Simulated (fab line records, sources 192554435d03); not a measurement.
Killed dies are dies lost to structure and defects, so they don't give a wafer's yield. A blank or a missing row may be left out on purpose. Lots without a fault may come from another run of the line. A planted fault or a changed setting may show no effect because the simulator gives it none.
fab line records | flow n5_finfet
record lots=5 wafers=15 last_day=17
route steps=1938 shown BEOL_M0_SAQP@692 BEOL_M0_CUTY@701 BEOL_M0@715
lots that met no fault: from a run of the same line without faults
start_h: hours from the record's first day to the start of the lot's first wafer shown | wait_h: hours since the lot's step before | " the same as in the row above | L1.1+2: a row that stands for several wafers | - no value, or no start given | * or withheld: withheld | < > ~ a bound
route shown NAME@n: a module of which the file shows steps, and the number in the route of the first | usual: mean/standard deviation of fault-free wafers | same: alike in all rows | chamber/n: place in a boat | sites: the reading at each site | _std_site: their standard deviation | _edge_site: outer sites' mean less inner sites' | radius_mm: how far each site lies from the wafer's centre | mask NAME#n: copy n | behind: the tool/chamber that last shaped the wafer | hold: why the lot was held/for how many hours/how that ended | device: the transistor (n, p or np) that didn't switch | end of line: the same wafers' tests at the end of the route | a step without rows: its recipe alone | killed: dies lost to structure and defects at the first sort, not the wafer's yield | map: a wafer's dies, x killed, . not, _ none there
set.NAME: the setting as run; set.NAME@STEP: as run at that earlier step | model.NAME: the simulator's own value behind a step, which no gauge read
lots at some steps of the route; a table a step, a row a wafer
services: from which hour (start_h, from the record's first day; less than 0 if before it) a tool's chamber was out of use, for how many hours, and why
## steps
# step N5_BEOL_M0_SAQP_DESCUM_45
# recipe chemistry=O2 time_s=7 source_power_w=50 bias_power_w=20 pressure_mtorr=20 rf_frequency_hz=2.712e+07 temp_c=40 resist=CAR-EUV o2_flow_sccm=225
# usual drypump_motor_current_A=5.8/0.43 oes_product_au=0.79/0.084 rf_vpp_V=243.2/1.2 showerhead_plenum_p_Torr=2.08/0.055 throttle_valve_pct=20.45/0.25
# columns lot.wafer tool chamber start_h wait_h drypump_motor_current_A oes_product_au rf_hours_counter_h rf_vpp_V showerhead_plenum_p_Torr throttle_valve_pct
L074.2 rie_diel-02 1 120.27 0.0 5.8 0.70 231 242.6 2.04 20.80
L074.4 " 3 " " 6.3 0.86 49 244.1 2.12 20.36
L074.5 " 2 " " 6.1 0.74 - 243.9 2.17 20.54
L076.2 rie_diel-02 3 127.36 0.0 6.3 0.87 52 244.3 2.11 20.35
L076.3 " 2 " " 6.0 0.75 143 244.5 2.17 20.53
L076.5 " 2 " " 6.0 0.75 - 245.3 2.17 20.55
L087.1 rie_diel-06 2 192.57 0.0 6.2 0.72 193 243.8 2.09 20.90
L087.3 " 3 " " 5.2 0.72 207 244.5 2.15 20.66
L087.5 " 3 " " 5.3 0.73 - 243.8 2.15 20.66
L091.2 rie_diel-06 0 214.25 0.0 5.6 0.94 4 243.2 2.08 20.62
L091.3 " 2 " " 6.2 0.71 198 242.3 2.08 20.88
L091.5 " 1 " " 5.5 0.72 - 242.9 2.09 20.07
L096.2 rie_diel-06 3 249.11 0.2 5.2 0.71 224 242.3 2.15 20.67
L096.3 " 0 " " 5.6 0.90 16 243.4 2.07 20.61
L096.6 " 3 " " 5.2 0.71 - 244.0 2.15 20.67
# step N5_BEOL_M0_SAQP_ETCH_88
# recipe chemistry=N2/H2 target=underlayer target_depth_a=65 time_s=5.2 ion_energy_ev=200 mask_material=CAR-EUV pressure_mtorr=30 source_w=840 bias_w=150 n2_flow_sccm=200 h2_flow_sccm=200 ends=cleared
# usual bias_w=149.9/0.46 drypump_motor_current_A=5.8/0.44 etch_rf_on_time_s=5.18/0.12 h2_flow_sccm=200.0/0.59 oes_product_au=0.68/0.073 rf_vpp_V=523.6/2.4 showerhead_plenum_p_Torr=2.53/0.071 throttle_valve_pct=17.87/0.28
# columns lot.wafer tool chamber start_h wait_h bias_w drypump_motor_current_A etch_rf_on_time_s h2_flow_sccm oes_product_au rf_hours_counter_h rf_vpp_V showerhead_plenum_p_Torr throttle_valve_pct
L074.2 rie_diel-02 1 120.31 0.0 150.2 5.8 5.45 200.1 0.59 231 523.9 2.51 18.43
L074.4 " 3 " " 150.6 6.3 5.04 199.9 0.75 49 524.4 2.58 17.90
L074.5 " 2 " " 149.7 6.0 5.38 198.7 0.63 - 527.5 2.65 18.01
L076.2 rie_diel-02 3 127.40 0.0 149.7 6.3 5.09 199.4 0.74 52 526.6 2.58 17.91
L076.3 " 2 " " 149.9 6.0 5.40 201.3 0.63 143 527.1 2.64 18.02
L076.5 " 2 " " 150.1 6.0 5.38 199.7 0.62 - 527.2 2.64 18.00
L087.1 rie_diel-06 2 192.60 0.0 149.9 6.2 5.09 199.1 0.62 193 523.9 2.51 18.13
L087.3 " 3 " " 151.0 5.2 5.25 199.0 0.62 207 527.2 2.63 18.13
L087.5 " 3 " " 149.9 5.2 5.27 199.9 0.62 - 524.4 2.63 18.13
L091.2 rie_diel-06 0 214.28 0.0 149.0 5.7 5.17 199.1 0.81 4 522.4 2.48 17.72
L091.3 " 2 " " 150.9 6.2 5.14 200.4 0.61 198 522.5 2.51 18.13
L091.5 " 1 " " 150.1 5.5 5.33 200.7 0.62 - 524.5 2.54 17.48
L096.2 rie_diel-06 3 249.15 0.0 150.3 5.3 5.19 199.2 0.61 224 526.7 2.62 18.19
L096.3 " 0 " " 149.6 5.6 5.10 201.1 0.77 16 521.7 2.48 17.71
L096.6 " 3 " " 150.1 5.2 5.22 200.8 0.61 - 526.5 2.62 18.17
# step N5_BEOL_M0_SAQP_ETCH_73
# recipe chemistry=CF4 target=SiARC target_depth_a=195 mask_material=CAR-EUV time_s=32.5 ion_energy_ev=80 pressure_mtorr=40 source_w=545 bias_w=36 Ar_flow_sccm=100 cf4_flow_sccm=100 ends=cleared
# usual bias_w=35.99/0.11 drypump_motor_current_A=5.8/0.43 etch_rf_on_time_s=32.4/0.67 mfc_ar_sccm=100.0/0.31 oes_product_au=0.68/0.072 rf_vpp_V=184.0/1.1 showerhead_plenum_p_Torr=2.13/0.054 throttle_valve_pct=15.64/0.25
# columns lot.wafer tool chamber start_h wait_h bias_w drypump_motor_current_A etch_rf_on_time_s mfc_ar_sccm oes_product_au rf_hours_counter_h rf_vpp_V showerhead_plenum_p_Torr throttle_valve_pct
L074.2 rie_diel-02 1 120.32 0.0 35.91 5.8 33.5 100.1 0.59 231 183.7 2.11 16.15
L074.4 " 3 " " 35.96 6.3 32.0 99.4 0.74 49 184.3 2.17 15.55
L074.5 " 2 " " 36.01 6.0 33.5 100.5 0.62 - 184.2 2.22 15.82
L076.2 rie_diel-02 3 127.42 0.0 35.84 6.3 31.4 99.1 0.75 52 183.4 2.17 15.55
L076.3 " 2 " " 35.92 6.0 33.0 99.9 0.63 143 186.2 2.22 15.83
L076.5 " 2 " " 36.01 6.0 32.7 100.3 0.64 - 184.1 2.22 15.83
L087.1 rie_diel-06 2 192.62 0.0 36.02 6.2 31.6 99.7 0.62 193 182.7 2.13 16.00
L087.3 " 3 " " 35.84 5.2 32.0 100.0 0.62 207 185.5 2.21 15.87
L087.5 " 3 " " 36.19 5.2 31.6 99.8 0.63 - 185.0 2.21 15.88
L091.2 rie_diel-06 0 214.30 0.0 35.97 5.6 32.1 99.8 0.81 4 183.8 2.12 15.66
L091.3 " 2 " " 36.08 6.2 32.1 100.2 0.61 198 184.4 2.13 16.00
L091.5 " 1 " " 36.07 5.5 32.9 100.2 0.62 - 182.7 2.13 15.29
L096.2 rie_diel-06 3 249.16 0.0 36.05 5.2 32.4 100.1 0.61 224 183.5 2.21 15.90
L096.3 " 0 " " 35.89 5.6 31.9 100.0 0.77 16 183.3 2.11 15.64
L096.6 " 3 " " 35.98 5.2 32.2 100.3 0.61 - 184.1 2.21 15.91
# step N5_BEOL_M0_SAQP_CUT_ETCH_46
# recipe chemistry=N2/H2 target=SOC target_depth_a=1350 overetch_a=270 temp_c=40 time_s=202.5 ion_energy_ev=200 mask_material=SiARC pressure_mtorr=30 source_w=840 bias_w=150 n2_flow_sccm=200 h2_flow_sccm=200
# usual bias_w=150.0/0.46 drypump_motor_current_A=5.8/0.44 h2_flow_sccm=200.1/0.58 rf_vpp_V=523.5/2.2 showerhead_plenum_p_Torr=2.53/0.071 throttle_valve_pct=17.82/0.28
# columns lot.wafer tool chamber start_h wait_h bias_w drypump_motor_current_A h2_flow_sccm rf_hours_counter_h rf_vpp_V showerhead_plenum_p_Torr throttle_valve_pct
L074.2 rie_diel-02 1 120.36 0.0 149.6 5.8 200.8 231 522.3 2.51 18.43
L074.4 " 3 " " 150.4 6.3 201.3 49 524.3 2.58 17.85
L074.5 " 2 " " 150.6 6.0 199.5 - 526.7 2.65 17.97
L076.2 rie_diel-02 3 127.45 0.0 149.5 6.3 200.3 52 526.6 2.58 17.86
L076.3 " 2 " " 150.0 6.0 199.7 143 525.8 2.65 17.99
L076.5 " 2 " " 150.0 6.0 199.9 - 526.8 2.64 17.97
L087.1 rie_diel-06 2 192.65 0.0 149.5 6.2 200.6 193 523.3 2.51 18.09
L087.3 " 3 " " 149.5 5.2 199.4 207 525.8 2.63 18.11
L087.5 " 3 " " 150.1 5.2 200.1 - 526.7 2.63 18.09
L091.2 rie_diel-06 0 214.33 0.0 149.3 5.7 199.4 5 523.5 2.48 17.65
L091.3 " 2 " " 150.5 6.2 199.9 198 522.0 2.51 18.11
L091.5 " 1 " " 149.6 5.5 198.8 - 523.9 2.54 17.43
L096.2 rie_diel-06 3 249.19 0.0 149.8 5.3 199.9 224 526.9 2.62 18.14
L096.3 " 0 " " 149.6 5.7 200.2 16 522.2 2.48 17.67
L096.6 " 3 " " 149.8 5.3 199.8 - 526.3 2.62 18.13
# step N5_BEOL_M0_SAQP_STRIP_74
# recipe chemistry=N2/H2 temp_c=40 n2_flow_sccm=200 h2_flow_sccm=200 rf_frequency_hz=6e+07
# columns lot.wafer tool chamber start_h wait_h
L074.2+4+5 rie_diel-02 1,3,2 120.51 0.1
L076.2+3+5 rie_diel-02 3,2,2 127.61 0.1
L087.1+3+5 rie_diel-06 2,3,3 192.81 0.1
L091.2+3+5 rie_diel-06 0,2,1 214.49 0.1
L096.2+3+6 rie_diel-06 3,0,3 249.35 0.1
# step N5_BEOL_M0_SAQP_STRIP_89
# recipe chemistry=N2/H2 temp_c=40 n2_flow_sccm=200 h2_flow_sccm=200 rf_frequency_hz=6e+07
# columns lot.wafer tool chamber start_h wait_h
L074.2+4+5 rie_diel-02 1,3,2 120.52 0.0
L076.2+3+5 rie_diel-02 3,2,2 127.62 0.0
L087.1+3+5 rie_diel-06 2,3,3 192.82 0.0
L091.2+3+5 rie_diel-06 0,2,1 214.50 0.0
L096.2+3+6 rie_diel-06 3,0,3 249.36 0.0
# step N5_BEOL_M0_SAQP_ALD_48
# recipe material=SiO2 target_thk_a=200 temp_c=100 ald_precursor_family=BDEAS ald_co_reactant=O2-plasma pulse_time_s=1 co_reactant_pulse_time_s=1 purge_time_s=2 co_reactant_purge_time_s=2 ald_cycles=139 pressure_torr=2
# usual heater_power_w=78/6.8 precursor_pulse_height_rel=1.001/0.021
# same purge_time_s=2
# columns lot.wafer tool chamber start_h wait_h heater_power_w precursor_pulse_height_rel
L074.2 ald_sin-01 0 120.72 0.2 82 0.964
L074.4 " 0 " " 84 0.994
L074.5 " 1 " " 83 1.009
L076.2 ald_sin-01 0 127.65 0.0 84 0.993
L076.3 " 1 " " 83 1.016
L076.5 " 1 " " 85 1.025
L087.1 ald_sin-04 1 192.85 0.0 85 1.014
L087.3 " 0 " " 75 0.966
L087.5 " 0 " " 76 1.024
L091.2 ald_sin-04 2 214.67 0.2 78 1.015
L091.3 " 1 " " 83 0.987
L091.5 " 2 " " 75 1.007
L096.2 ald_sin-04 2 249.48 0.1 75 0.995
L096.3 " 0 " " 77 1.015
L096.6 " 2 " " 79 0.977
# step N5_BEOL_M0_SAQP_ETCH_49
# recipe chemistry=CF4/O2 target_depth_a=370 target=SiO2 pressure_mtorr=40 source_w=535 bias_w=49 Ar_flow_sccm=100 cf4_flow_sccm=100 O2_flow_sccm=10 ion_energy_ev=100
# usual bias_w=48.96/0.15 drypump_motor_current_A=5.8/0.42 mfc_ar_sccm=100.0/0.33 oes_product_au=0.79/0.078 rf_vpp_V=241/4.3 showerhead_plenum_p_Torr=2.19/0.054 throttle_valve_pct=15.86/0.25
# columns lot.wafer tool chamber start_h wait_h bias_w drypump_motor_current_A mfc_ar_sccm oes_product_au rf_hours_counter_h rf_vpp_V showerhead_plenum_p_Torr throttle_valve_pct
L074.2 rie_diel-02 0 121.24 0.3 49.07 5.0 99.2 0.89 23 244 2.16 15.69
L074.4 " 3 " " 49.05 6.3 99.5 0.86 49 246 2.24 15.81
L074.5 " 2 " " 48.50 6.0 100.3 0.74 - 242 2.28 16.07
L076.2 rie_diel-01 1 128.17 0.3 49.02 5.4 100.6 0.77 146 231 2.12 15.66
L076.3 " 3 " " 48.69 6.2 99.8 0.78 126 248 2.12 15.71
L076.5 " 1 " " 49.04 5.5 99.9 0.76 - 233 2.12 15.66
L087.1 rie_diel-02 3 193.53 0.4 48.95 6.3 100.0 0.84 76 246 2.23 15.86
L087.3 " 0 " " 48.78 5.0 99.5 0.87 50 243 2.15 15.73
L087.5 " 2 " " 48.89 6.0 100.0 0.72 - 241 2.28 16.12
L091.2 rie_diel-06 0 215.19 0.3 48.94 5.6 100.2 0.94 5 239 2.18 15.89
L091.3 " 3 " " 49.11 5.2 100.1 0.72 213 238 2.27 16.10
L091.5 " 2 " " 48.92 6.2 99.7 0.72 - 241 2.19 16.24
L096.2 rie_diel-06 0 250.07 0.3 48.99 5.6 99.8 0.91 16 239 2.18 15.91
L096.3 " 2 " " 49.08 6.2 100.4 0.71 211 239 2.19 16.26
L096.6 " 0 " " 48.78 5.6 99.5 0.91 - 239 2.18 15.89
# step N5_BEOL_M0_SAQP_STRIP_75
# recipe chemistry=CF4 resist=SiARC power_w=300 bias_power_w=75 pressure_mtorr=50 cf4_flow_sccm=150 rf_frequency_hz=6e+07
# usual drypump_motor_current_A=5.8/0.42 oes_product_au=0.181/0.018 rf_vpp_V=270.8/1.3 showerhead_plenum_p_Torr=1.78/0.048 throttle_valve_pct=13.59/0.25
# columns lot.wafer tool chamber start_h wait_h drypump_motor_current_A oes_product_au rf_hours_counter_h rf_vpp_V showerhead_plenum_p_Torr throttle_valve_pct
L074.2 rie_diel-02 0 121.34 0.1 5.0 0.207 23 270.0 1.76 13.38
L074.4 " 3 " " 6.3 0.198 49 273.1 1.82 13.49
L074.5 " 2 " " 6.0 0.173 - 273.1 1.87 13.82
L076.2 rie_diel-01 1 128.27 0.1 5.4 0.177 146 268.7 1.71 13.38
L076.3 " 3 " " 6.2 0.181 126 268.6 1.71 13.40
L076.5 " 1 " " 5.4 0.179 - 269.1 1.71 13.37
L087.1 rie_diel-02 3 193.63 0.1 6.3 0.189 76 270.8 1.81 13.56
L087.3 " 0 " " 5.0 0.196 50 270.9 1.75 13.45
L087.5 " 2 " " 6.0 0.167 - 272.9 1.86 13.90
L091.2 rie_diel-06 0 215.29 0.1 5.6 0.221 5 269.4 1.77 13.52
L091.3 " 3 " " 5.2 0.165 213 272.5 1.84 13.84
L091.5 " 2 " " 6.2 0.159 - 271.4 1.78 13.93
L096.2 rie_diel-06 0 250.17 0.1 5.6 0.199 16 270.9 1.77 13.54
L096.3 " 2 " " 6.2 0.159 211 270.7 1.77 13.97
L096.6 " 0 " " 5.6 0.200 - 269.3 1.77 13.56
# step N5_BEOL_M0_CUTY_COAT_50
# recipe resist=SiARC temp_c=220 time_s=60 spin_rpm=1500 resist_thk_nm=15
# columns lot.wafer tool chamber start_h wait_h
L074.2+4+5 litho_track-04 0 121.39 0.0
L076.2+3+5 litho_track-05 0 128.32 0.0
L087.1+3+5 litho_track-02 0 193.68 0.0
L091.2+3+5 litho_track-04 0 215.34 0.0
L096.2+3+6 litho_track-05 0 250.21 0.0
# step N5_BEOL_M0_CUTY_COAT_51
# recipe resist=CAR-ArF-block spin_rpm=1500 resist_thk_nm=150
# columns lot.wafer tool chamber start_h wait_h
L074.2+4+5 litho_track-04 0 - -
L076.2+3+5 litho_track-05 0 - -
L087.1+3+5 litho_track-02 0 - -
L091.2+3+5 litho_track-04 0 - -
L096.2+3+6 litho_track-05 0 - -
# step N5_BEOL_M0_CUTY_EBR_52
# recipe solvent=PGMEA ebr_width_mm=1.5
# columns lot.wafer tool chamber start_h wait_h
L074.2+4+5 litho_track-04 0 - -
L076.2+3+5 litho_track-05 0 - -
L087.1+3+5 litho_track-02 0 - -
L091.2+3+5 litho_track-04 0 - -
L096.2+3+6 litho_track-05 0 - -
# step N5_BEOL_M0_CUTY_SOFTBAKE_53
# recipe temp_c=110 time_s=60 resist=CAR-ArF-block
# columns lot.wafer tool chamber start_h wait_h
L074.2+4+5 litho_track-04 0 - -
L076.2+3+5 litho_track-05 0 - -
L087.1+3+5 litho_track-02 0 - -
L091.2+3+5 litho_track-04 0 - -
L096.2+3+6 litho_track-05 0 - -
# step N5_BEOL_M0_CUTY_EXPOSE_54
# recipe mask_id=M0_ABLK na=1.35 source_shape=conventional sigma_outer=0.8 polarization=unpolarized dose_mj=36
# columns lot.wafer tool chamber start_h wait_h mask
L074.2+4+5 arfi_scanner-03 0 121.62 - M0_ABLK#0
L076.2+3+5 arfi_scanner-02 0 128.55 - M0_ABLK#0
L087.1+3+5 arfi_scanner-02 0 193.90 - M0_ABLK#0
L091.2+3+5 arfi_scanner-03 0 215.57 - M0_ABLK#0
L096.2+3+6 arfi_scanner-01 0 250.32 - M0_ABLK#0
# step N5_BEOL_M0_CUTY_PEB_55
# recipe peb_temp_c=110 peb_time_s=60 resist=CAR-ArF-block
# columns lot.wafer tool chamber start_h wait_h
L074.2+4+5 litho_track-04 0 121.67 0.0
L076.2+3+5 litho_track-04 0 128.60 0.0
L087.1+3+5 litho_track-05 0 193.96 0.1
L091.2+3+5 litho_track-02 0 215.62 0.0
L096.2+3+6 litho_track-04 0 250.37 0.0
# step N5_BEOL_M0_CUTY_DEVELOP_56
# recipe develop_time_s=30 developer=TMAH resist=CAR-ArF-block rinse_liquid=diw dry=air_spin dev_temp_c=23
# columns lot.wafer tool chamber start_h wait_h
L074.2+4+5 litho_track-04 0 - -
L076.2+3+5 litho_track-04 0 - -
L087.1+3+5 litho_track-05 0 - -
L091.2+3+5 litho_track-02 0 - -
L096.2+3+6 litho_track-04 0 - -
# step N5_BEOL_M0_CUTY_CD_MEAS_57
# recipe target_cd_nm=200 landing_energy_ev=500 detector=se_inlens polarity=line
# usual cd_nm=199.6/0.92
# columns lot.wafer tool chamber start_h wait_h cd_nm
L074.2 cd_sem-02 0 121.74 - 199.9
L074.4 " 0 " " 199.2
L074.5 " 0 " " 199.6
L076.2 cd_sem-01 0 128.67 - 200.4
L076.3 " 0 " " 201.6
L076.5 " 0 " " 200.8
L087.1 cd_sem-03 0 194.03 - 199.1
L087.3 " 0 " " 199.0
L087.5 " 0 " " 199.0
L091.2 cd_sem-01 0 215.69 - 199.6
L091.3 " 0 " " 200.8
L091.5 " 0 " " 199.4
L096.2 cd_sem-02 0 250.44 - 199.4
L096.3 " 0 " " 199.5
L096.6 " 0 " " 199.5
# step N5_BEOL_M0_CUTY_OVL_MEAS_58
# recipe points_per_wafer=44
# usual M0_ABLK_OVL=-0.1/0.72
# columns lot.wafer tool chamber start_h wait_h M0_ABLK_OVL[nm]
L074.2 overlay-01 0 121.77 0.0 0.8
L074.4 " 0 " " 0.3
L074.5 " 0 " " -0.2
L076.2 overlay-01 0 128.70 0.0 0.4
L076.3 " 0 " " 0.9
L076.5 " 0 " " -0.3
L087.1 overlay-02 0 194.06 0.0 0.1
L087.3 " 0 " " -0.3
L087.5 " 0 " " -0.3
L091.2 overlay-01 0 215.72 0.0 1.2
L091.3 " 0 " " 0.3
L091.5 " 0 " " 1.8
L096.2 overlay-02 0 250.46 0.0 0.0
L096.3 " 0 " " -0.2
L096.6 " 0 " " -0.5
# step N5_BEOL_M0_CUTY_INSPECT_59
# recipe mode=adi inspect_instrument=macro
# usual raw_defect_count=2.2/1.5
# columns lot.wafer tool chamber start_h wait_h raw_defect_count
L074.2 defect_inspect-01 - 121.79 0.0 3
L074.4 " - " " 1
L074.5 " - " " 1
L076.2 defect_inspect-02 - 128.72 0.0 4
L076.3 " - " " 3
L076.5 " - " " 3
L087.1 defect_inspect-02 - 194.08 0.0 2
L087.3 " - " " 0
L087.5 " - " " 4
L091.2 defect_inspect-01 - 215.74 0.0 1
L091.3 " - " " 1
L091.5 " - " " 2
L096.2 defect_inspect-01 - 250.49 0.0 1
L096.3 " - " " 0
L096.6 " - " " 1
# step N5_BEOL_M0_CUTY_DESCUM_61
# recipe chemistry=O2 time_s=7.9 source_power_w=50 bias_power_w=20 pressure_mtorr=20 rf_frequency_hz=2.712e+07 temp_c=40 resist=CAR-ArF-block o2_flow_sccm=225
# usual drypump_motor_current_A=5.6/0.57 oes_product_au=0.80/0.084 rf_vpp_V=242.8/1.7 showerhead_plenum_p_Torr=2.08/0.09 throttle_valve_pct=20.47/0.22
# columns lot.wafer tool chamber start_h wait_h drypump_motor_current_A oes_product_au rf_hours_counter_h rf_vpp_V showerhead_plenum_p_Torr throttle_valve_pct
L074.2 rie_diel-03 1 121.84 0.0 6.3 0.70 202 244.3 2.16 20.84
L074.4 " 1 " " 6.3 0.70 - 244.8 2.16 20.83
L074.5 " 0 " " 5.3 0.86 - 242.1 2.05 20.55
L076.2 rie_diel-03 3 129.29 0.6 5.5 0.74 145 240.0 1.93 20.51
L076.3 " 0 " " 5.3 0.86 72 242.4 2.05 20.56
L076.5 " 3 " " 5.5 0.74 - 239.8 1.93 20.53
L087.1 rie_diel-03 3 194.12 0.0 5.5 0.72 169 239.7 1.93 20.55
L087.3 " 1 " " 6.3 0.68 230 245.0 2.15 20.89
L087.5 " 3 " " 5.5 0.71 - 239.4 1.93 20.57
L091.2 rie_diel-03 2 215.81 0.1 4.8 0.89 31 243.5 2.06 20.25
L091.3 " 3 " " 5.5 0.71 176 239.3 1.92 20.57
L091.5 " 2 " " 4.8 0.91 - 241.8 2.06 20.25
L096.2 rie_diel-05 3 250.63 0.1 4.7 0.79 98 242.0 2.05 20.65
L096.3 " 0 " " 5.2 0.75 162 242.3 2.00 20.24
L096.6 " 3 " " 4.7 0.79 - 242.1 2.05 20.63
# step N5_BEOL_M0_CUTY_ETCH_62
# recipe chemistry=CF4 target=SiARC mask_material=CAR-ArF-block time_s=58.5 ion_energy_ev=80 pressure_mtorr=40 source_w=545 bias_w=36 Ar_flow_sccm=100 cf4_flow_sccm=100 ends=cleared
# usual bias_w=35.99/0.12 drypump_motor_current_A=5.6/0.57 etch_rf_on_time_s=58.4/1.3 mfc_ar_sccm=100.03/0.29 oes_product_au=0.68/0.073 rf_vpp_V=183.9/1.4 showerhead_plenum_p_Torr=2.12/0.087 throttle_valve_pct=15.61/0.23
# columns lot.wafer tool chamber start_h wait_h bias_w drypump_motor_current_A etch_rf_on_time_s mfc_ar_sccm oes_product_au rf_hours_counter_h rf_vpp_V showerhead_plenum_p_Torr throttle_valve_pct
L074.2 rie_diel-03 1 121.88 0.0 36.00 6.3 56.9 100.43 0.60 202 185.6 2.21 16.02
L074.4 " 1 " " 35.97 6.3 57.4 100.10 0.60 - 183.7 2.21 16.01
L074.5 " 0 " " 36.19 5.3 57.2 100.04 0.73 - 182.6 2.09 15.56
L076.2 rie_diel-03 0 129.32 0.0 35.81 5.3 57.6 99.74 0.72 72 183.2 2.09 15.57
L076.3 " 1 " " 36.27 6.3 57.5 99.51 0.60 206 185.0 2.21 16.02
L076.5 " 3 " " 35.97 5.5 61.2 99.90 0.62 - 180.9 1.99 15.68
L087.1 rie_diel-03 3 194.15 0.0 36.02 5.5 61.5 100.19 0.61 169 181.8 1.98 15.74
L087.3 " 1 " " 36.10 6.3 58.1 99.43 0.58 230 185.6 2.20 16.08
L087.5 " 3 " " 35.99 5.5 61.2 99.79 0.61 - 181.8 1.98 15.73
L091.2 rie_diel-03 2 215.85 0.0 35.99 4.8 58.2 100.27 0.77 31 183.6 2.09 15.30
L091.3 " 3 " " 36.00 5.5 60.7 100.31 0.61 176 183.4 1.98 15.75
L091.5 " 2 " " 36.05 4.8 58.6 100.35 0.77 - 184.5 2.09 15.27
L096.2 rie_diel-05 3 250.66 0.0 35.87 4.7 58.4 100.08 0.67 98 182.9 2.08 15.72
L096.3 " 0 " " 36.06 5.2 58.9 99.96 0.63 162 182.8 2.05 15.49
L096.6 " 3 " " 35.94 4.7 58.7 100.13 0.68 - 183.7 2.08 15.71
# step N5_BEOL_M0_CUTY_ETCH_63
# recipe chemistry=N2/H2 target=SOC target_depth_a=827 overetch_a=165 mask_material=SiARC temp_c=40 ion_energy_ev=200 time_s=124 pressure_mtorr=30 source_w=840 bias_w=150 n2_flow_sccm=200 h2_flow_sccm=200
# usual bias_w=150.1/0.45 drypump_motor_current_A=5.6/0.58 h2_flow_sccm=199.9/0.59 oes_product_au=0.66/0.068 rf_vpp_V=523/3.2 showerhead_plenum_p_Torr=2.52/0.11 throttle_valve_pct=17.83/0.23
# columns lot.wafer tool chamber start_h wait_h bias_w drypump_motor_current_A h2_flow_sccm oes_product_au rf_hours_counter_h rf_vpp_V showerhead_plenum_p_Torr throttle_valve_pct
L074.2 rie_diel-03 1 121.92 0.0 149.6 6.3 199.9 0.58 202 525 2.62 18.21
L074.4 " 1 " " 149.8 6.3 199.3 0.57 - 526 2.62 18.24
L074.5 " 0 " " 150.6 5.3 199.9 0.70 - 522 2.47 17.89
L076.2 rie_diel-03 3 129.37 0.0 150.0 5.5 200.3 0.62 145 518 2.34 17.90
L076.3 " 1 " " 149.5 6.4 199.8 0.57 206 528 2.62 18.23
L076.5 " 3 " " 150.0 5.5 199.3 0.62 - 518 2.34 17.90
L087.1 rie_diel-03 3 194.20 0.0 149.9 5.5 200.9 0.59 169 518 2.33 17.95
L087.3 " 1 " " 149.7 6.4 199.8 0.55 230 526 2.61 18.29
L087.5 " 3 " " 150.2 5.5 199.9 0.61 - 518 2.33 17.96
L091.2 rie_diel-03 2 215.89 0.0 149.9 4.8 200.8 0.74 31 522 2.51 17.59
L091.3 " 3 " " 150.2 5.5 199.9 0.60 176 518 2.33 17.96
L091.5 " 2 " " 149.8 4.8 200.5 0.74 - 522 2.51 17.62
L096.2 rie_diel-05 3 250.71 0.0 150.1 4.7 200.0 0.65 98 522 2.45 17.93
L096.3 " 0 " " 150.3 5.2 200.3 0.61 162 520 2.45 17.77
L096.6 " 3 " " 150.3 4.7 199.7 0.65 - 521 2.45 17.92
# step N5_BEOL_M0_CUTY_STRIP_64
# recipe chemistry=N2/H2 temp_c=40 n2_flow_sccm=200 h2_flow_sccm=200 rf_frequency_hz=6e+07
# columns lot.wafer tool chamber start_h wait_h
L074.2+4+5 rie_diel-03 1,1,0 122.04 0.1
L076.2+3+5 rie_diel-03 3,1,3 129.48 0.1
L087.1+3+5 rie_diel-03 3,1,3 194.31 0.1
L091.2+3+5 rie_diel-03 2,3,2 216.01 0.1
L096.2+3+6 rie_diel-05 3,0,3 250.82 0.1
# step N5_BEOL_M0_ETCH_138
# recipe chemistry=CH3F/O2 target_depth_a=120 target=SiCN time_s=31.6 ion_energy_ev=120 pressure_mtorr=30 source_w=395 bias_w=75 Ar_flow_sccm=150 CH3F_flow_sccm=30 O2_flow_sccm=20 ends=cleared
# usual bias_w=74.99/0.25 drypump_motor_current_A=5.6/0.57 etch_rf_on_time_s=29.3/0.86 mfc_ar_sccm=150.0/0.48 oes_product_au=0.68/0.073 rf_vpp_V=296.9/1.9 showerhead_plenum_p_Torr=1.98/0.085 throttle_valve_pct=16.31/0.22
# columns lot.wafer tool chamber start_h wait_h bias_w drypump_motor_current_A etch_rf_on_time_s mfc_ar_sccm oes_product_au rf_hours_counter_h rf_vpp_V showerhead_plenum_p_Torr throttle_valve_pct
L074.2 rie_diel-03 1 122.05 0.0 74.74 6.3 27.8 150.0 0.60 202 299.1 2.06 16.67
L074.4 " 1 " " 74.83 6.3 28.4 149.8 0.59 - 298.2 2.06 16.69
L074.5 " 0 " " 75.24 5.3 28.4 149.7 0.74 - 296.3 1.94 16.26
L076.2 rie_diel-03 3 129.49 0.0 75.12 5.5 30.8 150.3 0.63 145 293.9 1.85 16.39
L076.3 " 1 " " 75.22 6.3 29.4 150.1 0.59 206 298.8 2.06 16.70
L076.5 " 3 " " 75.10 5.5 31.9 150.1 0.62 - 293.9 1.85 16.39
L087.1 rie_diel-03 3 194.32 0.0 75.18 5.5 31.6 149.5 0.61 169 294.5 1.84 16.43
L087.3 " 1 " " 75.08 6.3 30.1 149.4 0.58 230 298.2 2.05 16.72
L087.5 " 3 " " 75.31 5.5 30.7 149.6 0.61 - 293.6 1.84 16.44
L091.2 rie_diel-03 2 216.02 0.0 75.29 4.8 28.3 150.9 0.77 31 296.4 1.96 16.06
L091.3 " 3 " " 75.08 5.5 29.8 149.9 0.61 176 294.0 1.84 16.43
L091.5 " 2 " " 75.14 4.8 29.5 150.0 0.78 - 295.8 1.96 16.05
L096.2 rie_diel-05 3 250.83 0.0 74.68 4.7 29.8 149.6 0.67 98 295.9 1.93 16.36
L096.3 " 0 " " 75.13 5.2 29.2 149.4 0.63 162 295.0 1.91 16.20
L096.6 " 3 " " 74.74 4.7 31.5 149.5 0.67 - 295.6 1.93 16.35
## services
# columns tool chamber start_h hours kind
rie_diel-02 - 97.54 0.5 repair
ald_sin-01 2 103.09 21.5 repair
rie_diel-05 3 105.12 2.2 repair
rie_diel-02 - 113.36 0.2 repair
rie_diel-01 0 117.13 8.1 repair
arfi_scanner-02 - 118.37 1.3 pm
rie_diel-02 1 122.10 29.3 repair
rie_diel-06 3 134.11 4.1 repair
arfi_scanner-02 - 158.50 3.2 repair
arfi_scanner-02 - 162.88 1.0 pm
ald_sin-04 3 164.23 72.6 repair
rie_diel-05 0 167.54 4.6 repair
ald_sin-01 2 169.33 3.1 repair
ald_sin-04 0 176.52 6.5 repair
ald_sin-04 - 176.75 14.0 pm
rie_diel-06 - 176.96 1.2 repair
arfi_scanner-02 - 179.79 4.9 pm
rie_diel-03 2 185.10 3.2 repair
rie_diel-05 - 196.32 1.0 repair
rie_diel-06 2 204.70 3.3 repair
ald_sin-04 0 205.22 2.2 repair
ald_sin-04 0 232.86 4.4 repair
rie_diel-02 0 242.88 8.6 repair
rie_diel-06 - 246.07 0.3 repair
## key
fault none
